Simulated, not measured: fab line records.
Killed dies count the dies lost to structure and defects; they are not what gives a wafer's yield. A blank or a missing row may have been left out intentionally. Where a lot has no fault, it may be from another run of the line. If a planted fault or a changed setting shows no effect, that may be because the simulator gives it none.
Which tool was responsible? :: flow n5Finfet :: 11 lots with 33 wafers sampled at 3 steps, on a route of 1938 steps

WHAT THE GAUGES READ, wafer by wafer
N5_BEOL_M15_THK_MEAS_01.
lot: L430
measured: day 11 02:26
on: filmMetro-02
M15_ILD_THK (nm): 1637 1640 1668

lot: L431
measured: day 11 03:11
on: filmMetro-01
M15_ILD_THK (nm): 1605 1629 1620

lot: L433
measured: day 12 00:58
on: filmMetro-02
M15_ILD_THK (nm): 1628 1667 1658

lot: L434
measured: day 12 01:09
on: filmMetro-01
M15_ILD_THK (nm): 1599 1643 1625

lot: L438
measured: day 13 15:10
on: filmMetro-01
M15_ILD_THK (nm): 1636 1700 1658

lot: L441
measured: day 14 14:49
on: filmMetro-02
M15_ILD_THK (nm): 1604 1605 1615

lot: L445
measured: day 15 21:06
on: filmMetro-01
M15_ILD_THK (nm): 1602 1621 1619

lot: L449
measured: day 16 10:54
on: filmMetro-01
M15_ILD_THK (nm): 1609 1643 1645

lot: L450
measured: day 17 01:32
on: filmMetro-01
M15_ILD_THK (nm): 1608 1648 1628

lot: L451
measured: day 17 07:04
on: filmMetro-01
M15_ILD_THK (nm): 1626 1665 1646

lot: L453
measured: day 18 06:30
on: filmMetro-01
M15_ILD_THK (nm): 1608 1626 1654

N5_BEOL_M15_CD_MEAS_10: target cd 360 nm.
lot: L430
measured: day 11 02:44
on: cdSem-03
cdNm (nm): 358.0 361.3 358.3

lot: L431
measured: day 11 03:30
on: cdSem-03
cdNm (nm): 360.7 358.4 360.2

lot: L433
measured: day 12 01:16
on: cdSem-03
cdNm (nm): 361.9 358.3 360.1

lot: L434
measured: day 12 01:35
on: cdSem-01
cdNm (nm): 360.2 360.3 356.0

lot: L438
measured: day 13 15:28
on: cdSem-02
cdNm (nm): 357.7 362.4 360.4

lot: L441
measured: day 14 15:07
on: cdSem-03
cdNm (nm): 356.3 356.8 356.9

lot: L445
measured: day 15 21:24
on: cdSem-02
cdNm (nm): 357.4 358.3 357.3

lot: L449
measured: day 16 11:12
on: cdSem-01
cdNm (nm): 357.2 361.7 359.2

lot: L450
measured: day 17 01:58
on: cdSem-03
cdNm (nm): 360.3 360.3 359.4

lot: L451
measured: day 17 07:30
on: cdSem-03
cdNm (nm): 359.7 358.7 361.8

lot: L453
measured: day 18 06:48
on: cdSem-03
cdNm (nm): 360.3 358.2 362.4

EACH LOT AND THE TOOL THAT RAN IT (in order: tool; ch and the chambers of the sampled wafers; start)
lot: L430
N5_BEOL_M15_ILD_DEP_00: pecvd-03 ch 0,2, day 11 02:11

lot: L431
N5_BEOL_M15_ILD_DEP_00: pecvd-03 ch 1,2, day 11 02:56

lot: L433
N5_BEOL_M15_ILD_DEP_00: pecvd-02 ch 0,1,2, day 12 00:43

lot: L434
N5_BEOL_M15_ILD_DEP_00: pecvd-03 ch 0,1,2, day 12 00:54

lot: L438
N5_BEOL_M15_ILD_DEP_00: pecvd-03 ch 0,2, day 13 14:55

lot: L441
N5_BEOL_M15_ILD_DEP_00: pecvd-03 ch 1,2, day 14 14:28

lot: L445
N5_BEOL_M15_ILD_DEP_00: pecvd-03 ch 1,2, day 15 20:51

lot: L449
N5_BEOL_M15_ILD_DEP_00: pecvd-01 ch 0,2, day 16 10:39

lot: L450
N5_BEOL_M15_ILD_DEP_00: pecvd-01 ch 0,1,2, day 17 01:17

lot: L451
N5_BEOL_M15_ILD_DEP_00: pecvd-01 ch 0,1,2, day 17 06:49

lot: L453
N5_BEOL_M15_ILD_DEP_00: pecvd-01 ch 0,2, day 18 06:08
- N5_BEOL_M15_ILD_DEP_00: deposits SiO2 from TEOS/O2, target thk 1629.3 nm, time 346.1 s.

AS READ BY THE TOOLS THEMSELVES (means over the sampled wafers that have a number; for cases with no such wafer, the mark the record gives instead)
N5_BEOL_M15_ILD_DEP_00.
lot: L430
tool: pecvd-03
heaterPowerW (W): 568
showerheadPlenumPTorr (Torr): 8.36
showerheadVppV (V): 1774
susceptorTempC (C): 400.01
throttleValvePct (%): 19.1

lot: L431
tool: pecvd-03
heaterPowerW (W): 652
showerheadPlenumPTorr (Torr): 8.36
showerheadVppV (V): 1872
susceptorTempC (C): 400.18
throttleValvePct (%): 18.3

lot: L433
tool: pecvd-02
heaterPowerW (W): 509
showerheadPlenumPTorr (Torr): 8.36
showerheadVppV (V): 1933
susceptorTempC (C): 399.86
throttleValvePct (%): 17.9

lot: L434
tool: pecvd-03
heaterPowerW (W): 685
showerheadPlenumPTorr (Torr): 8.37
showerheadVppV (V): 1834
susceptorTempC (C): 399.83
throttleValvePct (%): 18.7

lot: L438
tool: pecvd-03
heaterPowerW (W): 604
showerheadPlenumPTorr (Torr): 8.37
showerheadVppV (V): 1748
susceptorTempC (C): 399.99
throttleValvePct (%): 19.0

lot: L441
tool: pecvd-03
heaterPowerW (W): 605
showerheadPlenumPTorr (Torr): 8.35
showerheadVppV (V): 1856
susceptorTempC (C): 400.13
throttleValvePct (%): 18.4

lot: L445
tool: pecvd-03
heaterPowerW (W): 666
showerheadPlenumPTorr (Torr): 8.36
showerheadVppV (V): 1803
susceptorTempC (C): 399.93
throttleValvePct (%): 18.5

lot: L449
tool: pecvd-01
heaterPowerW (W): 621
showerheadPlenumPTorr (Torr): 8.30
showerheadVppV (V): 1827
susceptorTempC (C): 399.90
throttleValvePct (%): 18.4

lot: L450
tool: pecvd-01
heaterPowerW (W): 589
showerheadPlenumPTorr (Torr): 8.29
showerheadVppV (V): 1792
susceptorTempC (C): 400.30
throttleValvePct (%): 18.6

lot: L451
tool: pecvd-01
heaterPowerW (W): 639
showerheadPlenumPTorr (Torr): 8.30
showerheadVppV (V): 1802
susceptorTempC (C): 400.01
throttleValvePct (%): 18.8

lot: L453
tool: pecvd-01
heaterPowerW (W): 594
showerheadPlenumPTorr (Torr): 8.30
showerheadVppV (V): 1797
susceptorTempC (C): 399.94
throttleValvePct (%): 18.3

THE ANSWER, worked out from the rows above alone
Rule: the usual values come from the lots themselves. The widest of any qualifying gaps counts: lots, ordered by their means at a reading, are off when they make up no more than a third of the lots, leave a main group of 4 or more, and stand apart from it by 3 or more times the standard deviation of that group's means. A main group whose means are all the same, to the digits that the tables above print for the reading, isn't used. A lot without any number at a reading at which 4 lots or more have one is off too. The other lots that the step has rows for count as sound. After the gauges, taken in route order, come the tools' own readings; for these a lot's mean is taken, as printed above. The first step at which some lot is off is used, and at that step the reading that is off furthest; a lot without a number counts as furthest.
Across all readings shown, no lot is off: no conclusion can be drawn from this.

WHAT THE SIMULATOR PUT IN
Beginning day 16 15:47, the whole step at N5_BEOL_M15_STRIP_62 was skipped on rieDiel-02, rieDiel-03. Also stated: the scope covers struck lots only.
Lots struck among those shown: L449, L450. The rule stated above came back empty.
